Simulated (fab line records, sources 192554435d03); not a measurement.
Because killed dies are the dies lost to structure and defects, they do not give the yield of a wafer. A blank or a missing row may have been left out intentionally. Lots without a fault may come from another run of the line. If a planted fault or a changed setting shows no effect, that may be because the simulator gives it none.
Matching of chambers	flow n5-finfet	N5_MOL_CONTACT_COAG_ETCHBACK_134 on rie-diel-01: 4 sister chambers
The step etches SiO2 in CHF3, target depth 10 nm, time 6.7 s. 16 wafers are shown with their chamber, then 8 later ones without.

WAFERS, EACH WITH ITS CHAMBER
wafer	chamber	rf-vpp-V (V)	showerhead-plenum-p-Torr (Torr)	drypump-motor-current-A (A)
L076.4	2	502	2.31	5.6
L076.5	2	502	2.31	5.6
L076.6	3	531	2.32	6.1
L085.2	3	531	2.32	6.1
L085.4	0	537	2.50	5.2
L085.6	3	531	2.32	6.1
L086.3	0	538	2.50	5.2
L086.4	2	502	2.31	5.6
L086.6	0	537	2.50	5.1
L087.2	0	536	2.49	5.2
L087.4	0	538	2.49	5.2
L087.6	3	531	2.31	6.2
L092.2	1	534	2.34	5.4
L092.3	0	537	2.49	5.2
L092.5	0	535	2.49	5.2
L095.1	3	530	2.31	6.1

SIGNATURES, as means of the wafers listed above
reading	chamber 0	chamber 1	chamber 2	chamber 3	scatter within a chamber
rf-vpp-V	536.86	534.00	502.00	530.80	0.799
showerhead-plenum-p-Torr	2.4943	2.3400	2.3100	2.3160	0.00493
drypump-motor-current-A	5.186	5.400	5.600	6.120	0.0372
Rule: for a wafer and a chamber, the distance is found by dividing, reading by reading, the gap between the wafer's reading and the chamber's mean by the reading's scatter, squaring, summing and taking the root. If the next closest chamber is less than 2 further off than the closest, the wafer can't be placed; otherwise it belongs to the closest. How the scatter is found: for the shown wafers, subtract from each reading the mean of its chamber, square and add these, divide the total by (wafers less chambers), then take the root.

WAFERS WITHOUT THEIR CHAMBER
wafer	rf-vpp-V (V)	showerhead-plenum-p-Torr (Torr)	drypump-motor-current-A (A)
L095.2	536	2.48	5.2
L095.3	502	2.30	5.6
L096.3	530	2.31	6.1
L096.5	535	2.48	5.2
L096.6	531	2.31	6.1
L097.1	502	2.30	5.6
L097.3	535	2.48	5.2
L097.4	502	2.30	5.5

WHICH CHAMBER EACH WENT THROUGH
wafer	from the rows above	in truth
L095.2	0	0
L095.3	2	2
L096.3	3	3
L096.5	0	0
L096.6	3	3
L097.1	2	2
L097.3	0	0
L097.4	2	2
Placed correctly: 8 of 8. Can't be placed from these rows: 0. Number placed wrongly: 0.
